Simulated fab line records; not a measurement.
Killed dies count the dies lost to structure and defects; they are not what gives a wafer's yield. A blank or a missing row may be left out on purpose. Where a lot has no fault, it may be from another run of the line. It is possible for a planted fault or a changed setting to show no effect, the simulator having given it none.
Comparing a struck lot with a sound one    flow n5-finfet    16 steps out of a route of 1938
Sound: wafers L417.1, L417.2, L417.6. Wafers L428.1, L428.3, L428.6 were the ones struck. The cause comes at the end.
At each step with rows: each side's tool, then ch and its chambers, then its first start. Under that, the readings that differ: sound wafers    struck wafers    difference of the means    sigmas: that difference in standard deviations of wafers without a fault.
alike: words and numbers the same on both sides, and readings whose means are apart by under 2 such deviations; not compared: readings that were withheld, readings missing a value for some wafer, numbers with overlapping values and no deviation given by the record, and bounds like >300 which may hide the same value.
Wherever a step has rows on one side only, a row that says differs or no value, or a row with sigmas, the two part there. Non-overlapping numbers with no deviation appear without sigmas and do not part them. Lack of a reading on every wafer of one side parts them only where that side has two or more wafers.

N5_HKMG_FIN_ETCH_86: etches SOC in N2/H2, stops on TiN, target depth 393.2 nm.
  sound on rie-diel-01 ch 0,2,3, day 4 08:59; struck on rie-diel-05 ch 2,3, day 7 12:37
reading                         sound              struck             difference  sigmas
chamber-pressure-mTorr (mTorr)  29.63 29.99 30.04  30.03 29.98 30.00  +0.12       +3
  alike: drypump-motor-current-A, oes-product-au, rf-vpp-V, showerhead-plenum-p-Torr, throttle-valve-pct
  not compared: rf-hours-counter-h
N5_HKMG_FIN_STRIP_89: strips SOC in N2/H2, time 20 s.
  sound on rie-diel-01 ch 0,2,3, day 4 09:03; struck on rie-diel-05 ch 2,3, day 7 12:40
  alike: chamber-pressure-mTorr, drypump-motor-current-A, oes-product-au, rf-vpp-V, showerhead-plenum-p-Torr, throttle-valve-pct
  not compared: rf-hours-counter-h
then, 2 steps without rows for these wafers: N5_HKMG_FIN_WET_ETCH_87 (etches TiN in SC1, time 154.2 s, target depth 4.7 nm, rinse time 30 s); N5_HKMG_FIN_STRIP_88 (strips in N2/H2, time 360 s).
N5_HKMG_FIN_NWFM_ALD_20: deposits TiAlC, target thk 2 nm, pulse time 3 s, purge time 2 s.
  sound on ald-metal-02 ch 0,3, day 4 09:37; struck on ald-metal-02 ch 0,2, day 7 13:15
  alike: chamber-pressure-Torr, heater-power-w, precursor-pulse-height-rel, susceptor-temp-C
  not compared: since-wet-clean-h
then, 3 steps without rows for these wafers: N5_HKMG_FIN_ALD_71 (deposits TiN, target thk 1 nm, pulse time 1 s, purge time 3 s); N5_HKMG_FIN_COAT_66 (time 60 s, resist thk 300 nm); N5_HKMG_FIN_ETCH_67 (etches SOC in N2/H2, stops on TiN, target depth 388.9 nm).
N5_HKMG_FIN_STRIP_90: strips SOC in N2/H2, time 20 s.
  sound on rie-diel-03 ch 1,2, day 4 10:07; struck on rie-diel-03 ch 0,2,3, day 7 13:44
  alike: chamber-pressure-mTorr, drypump-motor-current-A, oes-product-au, rf-vpp-V, showerhead-plenum-p-Torr, throttle-valve-pct
  not compared: rf-hours-counter-h
then, 3 steps without rows for these wafers: N5_HKMG_FIN_WET_ETCH_73 (etches the open film in SC1, time 42.3 s, target depth 1.3 nm, rinse time 30 s); N5_HKMG_FIN_ETCHBACK_68 (etches the open film in Cl2/Ar, stops on HfO2, target depth 0.5 nm); N5_HKMG_FIN_STRIP_69 (strips in N2/H2, time 360 s).
N5_HKMG_FIN_ALD_21: deposits TiN, target thk 1.5 nm, pulse time 1 s, purge time 3 s.
  sound on ald-metal-01 ch 2,3, day 4 10:49; struck on ald-metal-04 ch 0,1,3, day 7 14:28
reading               sound                 struck                difference  sigmas
susceptor-temp-C (C)  400.23 400.01 399.81  418.77 419.04 418.86  +18.87      +86
  alike: chamber-pressure-Torr, heater-power-w, precursor-pulse-height-rel
  not compared: since-wet-clean-h
N5_HKMG_FIN_ALD_72: deposits W, target thk 2 nm, pulse time 1 s, purge time 2 s.
  sound on cvd-w-02 ch 0,1, day 4 11:10; struck on cvd-w-01 ch 0,1, day 7 14:49
  alike: chamber-pressure-Torr, heater-power-w, precursor-pulse-height-rel, susceptor-temp-C
  not compared: since-wet-clean-h
-- record jumps: 4 days separate the struck wafers' starts on either side; left off in module HKMG_FIN, taken up again in module BEOL_M4, whose first shown step is the route's number 1111 --
N5_BEOL_M4_RC_MEAS_101:
  sound on prober-02 ch 0, day 8 15:31; struck on prober-01 ch 0, day 11 16:47
reading         sound              struck             difference  sigmas
IOFF_P (nA/um)  0.230 0.201 0.270  0.187 0.178 0.166  -0.057      -2
VT_P (mV)       -247 -249 -244     -253 -254 -254     -7          -2
  alike: DIBL_N, DIBL_P, IOFF_N, ION_N, ION_P, SS_N, SS_P, VT_N
next, for these wafers, 1 step has no rows: N5_PASSIVATION_PROBE_49.

WHERE THEY PART
At N5_HKMG_FIN_ETCH_86 first; at N5_BEOL_M4_RC_MEAS_101 last (within this record only).

WHY: whatever the simulator had introduced
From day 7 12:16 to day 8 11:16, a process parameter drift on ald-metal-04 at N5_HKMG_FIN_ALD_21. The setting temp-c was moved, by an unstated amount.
